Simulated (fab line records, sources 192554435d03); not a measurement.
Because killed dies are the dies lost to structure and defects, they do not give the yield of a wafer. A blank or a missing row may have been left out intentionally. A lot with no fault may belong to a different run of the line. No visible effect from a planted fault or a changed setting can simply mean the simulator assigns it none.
A lot that was struck, set against a sound lot    flow n5Finfet    43 steps out of a route of 1938
Sound: the wafers L578.1, L578.2, L578.5. Wafers struck: L571.3, L571.4, L571.6. The cause is named last.
Order at every step that has rows: each side's tool, ch and its chambers, its first start. Under that, the readings that differ: sound wafers    struck wafers    difference of the means    sigmas: that difference in standard deviations of wafers without a fault.
alike: readings whose means differ by less than 2 such deviations, and words and numbers that are the same on both sides. not compared: withheld readings, readings that some wafer has no value for, bounds like >300 that may hide the same value, and numbers for which the record gives no deviation and whose values overlap.
Wherever a step has rows on one side only, a row that says differs or no value, or a row with sigmas, the two part there. When numbers do not overlap yet have no deviation, they are printed without sigmas and do not part them. A reading missing from all wafers of one side parts the sides only when that side holds two or more wafers.

first, 3 steps without rows for these wafers: N5_SD_EPI_N_ETCH_34 (etches SiARC in CF4, target depth 45.5 nm, time 75.8 s); N5_SD_EPI_N_ETCH_35 (etches SOC in N2/H2, overetch 108 nm, time 486 s); N5_SD_EPI_N_STRIP_36 (strips in N2/H2).
N5_SD_EPI_N_ETCHBACK_44: etches SiNx in CH3F/O2, stops on SiO2, target depth 14.5 nm.
  sound on rieDiel-02 ch 2,3, day 6 09:38; struck on rieDiel-02 ch 1,2,3, day 4 11:55
  alike: CH3F_flow_sccm, drypumpMotorCurrentA, mfcArSccm, oesProductAu, rfVppV, showerheadPlenumPTorr, throttleValvePct
  not compared: rfHoursCounterH
then, 4 steps without rows for these wafers: N5_SD_EPI_N_ETCH_45 (etches SiOCN in CH3F/O2, target depth 6 nm); N5_SD_EPI_N_ETCH_16 (etches SiO2 in CHF3/O2, target depth 5 nm); N5_SD_EPI_N_STRIP_47 (strips in CHF3/O2); N5_SD_EPI_N_SD_RECESS_17 (chemistry HBr/Cl2/O2, target depth 41 nm, time 23.7 s, bt time 3 s).
N5_SD_EPI_N_STRIP_38: strips in N2/H2.
  sound on plasmaAsher-02 ch 0,1, day 6 10:01; struck on plasmaAsher-02 ch 0,1, day 4 12:18
  alike: drypumpMotorCurrentA, heaterPowerW, oesProductAu
  not compared: rfHoursCounterH
then, 3 steps without rows for these wafers: N5_SD_EPI_N_WET_ETCH_43 (etches SiO2 in dHF, time 14 s, target depth 1.5 nm); N5_SD_EPI_N_STRIP_18 (strips in SPM, time 750 s); N5_SD_EPI_N_SRD_20 (time 30 s).
N5_SD_EPI_N_PRECLEAN_48: cleans in NF3:NH3, afs cycles 2, time 20 s, sublimation time 60 s.
  sound on epiRpcvd-04 ch 0, day 6 10:22; struck on epiRpcvd-04, day 4 12:45
  no value came back on the struck wafers for afsCycles, chamberPressureTorr (Torr), timeS (s); on the sound wafers afsCycles reads 2 2 2
reading                                  sound        struck       difference  sigmas
model.SiNx_of_SPACER0_ALD_08.thkNm (nm)  1.2 1.2 1.2  1.6 1.6 1.6  +0.4        
then, 1 step without rows for these wafers: N5_SD_EPI_N_VAPOR_ETCH_50 (etches Si in HCl, time 54 s).
N5_SD_EPI_N_EPI_21: deposits Si:P, time 690 s.
  sound on epiRpcvd-04 ch 0, day 6 11:05; struck on epiRpcvd-04 ch 0, day 4 13:44
reading                                   sound           struck       difference  sigmas
model.Si-P_of_SD_EPI_N_EPI_21.thkNm (nm)  58.8 58.2 59.2  1.8 1.4 0.8  -57.4       
then, 3 steps without rows for these wafers: N5_SD_EPI_N_PRECLEAN_24 (cleans in O3/DIW, time 60 s); N5_SD_EPI_N_SRD_25 (time 30 s); N5_SD_EPI_N_PRECLEAN_49 (cleans in NF3:NH3, afs cycles 1, time 20 s, sublimation time 60 s).
N5_SD_EPI_N_LINER_46: material SiNx, target thk 3 nm.
  sound on aldSin-02 ch 0,1,3, day 6 13:40; struck on aldSin-01 ch 1,2,3, day 4 15:14
  alike: heaterPowerW
N5_SD_EPI_N_INSPECT_26: inspects for defects (darkfield).
  sound on defectInspect-02 at day 6 13:55; struck on defectInspect-02 at day 4 15:29
  alike: rawDefectCount
then, 8 steps without rows for these wafers: N5_SD_EPI_P_COAT_34 (time 60 s, resist thk 350 nm); N5_SD_EPI_P_COAT_35 (time 60 s, resist thk 35 nm); N5_SD_EPI_P_COAT_03 (resist thk 150 nm); N5_SD_EPI_P_EBR_05; N5_SD_EPI_P_SOFTBAKE_04 (time 60 s); N5_SD_EPI_P_EXPOSE_06 (exposes mask SD P BLK, target cd 240 nm); N5_SD_EPI_P_PEB_07 (peb time 60 s); N5_SD_EPI_P_DEVELOP_08 (develop time 30 s).
N5_SD_EPI_P_CD_MEAS_09 targets a cd of 240 nm.
  sound on cdSem-03 ch 0, day 6 14:19; struck on cdSem-02 ch 0, day 4 15:53
  alike: cdNm
N5_SD_EPI_P_OVL_MEAS_10:
  sound on overlay-01 ch 0, day 6 22:54; struck on overlay-02 ch 0, day 4 15:55
  alike: SD_P_BLK_OVL
N5_SD_EPI_P_INSPECT_11: inspects for defects (macro).
  sound on defectInspect-01 at day 6 22:56; struck on defectInspect-02 at day 4 15:56
  alike: rawDefectCount
then, 1 step without rows for these wafers: N5_SD_EPI_P_DESCUM_14 (chemistry O2, time 7.9 s).
N5_SD_EPI_P_ETCH_36: etches SiARC in CF4, target depth 45.5 nm, time 75.8 s.
  sound on rieDiel-01 ch 0,1,2, day 6 23:42; struck on rieDiel-01 ch 1,2, day 4 16:01
reading     sound              struck             difference  sigmas
rfVppV (V)  185.9 184.3 186.3  183.4 184.7 181.3  -2.4        -2
  alike: drypumpMotorCurrentA, etchRfOnTimeS, mfcArSccm, oesProductAu, showerheadPlenumPTorr, throttleValvePct
  not compared: rfHoursCounterH
then, 6 steps without rows for these wafers: N5_SD_EPI_P_ETCH_37 (etches SOC in N2/H2, overetch 108 nm, time 486 s); N5_SD_EPI_P_STRIP_38 (strips in N2/H2); N5_SD_EPI_P_ETCHBACK_46 (etches SiNx in CH3F/O2, stops on SiO2, target depth 17.5 nm); N5_SD_EPI_P_ETCH_47 (etches SiOCN in CH3F/O2, target depth 25 nm); N5_SD_EPI_P_ETCH_16 (etches SiO2 in CHF3/O2, target depth 5 nm); N5_SD_EPI_P_STRIP_50 (strips in CHF3/O2).
N5_SD_EPI_P_SD_RECESS_17: chemistry HBr/Cl2/O2, target depth 39.1 nm, bt time 3 s.
  sound on rieSi-06 ch 1,2, day 7 00:21; struck on rieSi-04 ch 1,2,3, day 4 16:40
  alike: drypumpMotorCurrentA, oesProductAu, throttleValvePct
  not compared: rfHoursCounterH
then, 1 step without rows for these wafers: N5_SD_EPI_P_WET_ETCH_45 (etches SiO2 in dHF, time 10.7 s, target depth 2 nm, rinse time 30 s).
N5_MOL_CONTACT_COAG_ETCH_15: etches SiNx in CH3F/O2, stops on Si:P, target depth 7 nm.
  sound on rieDiel-05 ch 2,3, day 8 11:07; struck on rieDiel-02 ch 0,1,2, day 6 03:01
reading                                   sound         struck       difference  sigmas
model.Si-P_of_SD_EPI_N_EPI_21.thkNm (nm)  58 57.4 58.4  1.8 1.4 0.8  -56.6       
  alike: CH3F_flow_sccm, drypumpMotorCurrentA, mfcArSccm, oesProductAu, rfVppV, showerheadPlenumPTorr, throttleValvePct
  not compared: rfHoursCounterH
-- the record jumps here: 11 days lie between the struck wafers' starts before and after (it left off in module MOL_CONTACT_COAG and takes up again in module PASSIVATION, whose first step shown is number 1936 of the route) --
N5_PASSIVATION_PROBE_49:
  sound on prober-02 at day 18 18:51; struck on prober-02 at day 16 16:26
  alike: killed_at_M0_to_M3, killed_at_M4_up, killedAtContacts, killedAtFrontEnd, killedAtOther, killedDies, killedOpen, killedShort

## WHERE THEY PART
At N5_SD_EPI_N_PRECLEAN_48 first; at N5_SD_EPI_P_ETCH_36 last (within this record only). Later steps at which nothing parts them and some readings are alike: N5_SD_EPI_P_SD_RECESS_17, N5_MOL_CONTACT_COAG_ETCH_15, N5_PASSIVATION_PROBE_49.

WHY: what the simulator had put in
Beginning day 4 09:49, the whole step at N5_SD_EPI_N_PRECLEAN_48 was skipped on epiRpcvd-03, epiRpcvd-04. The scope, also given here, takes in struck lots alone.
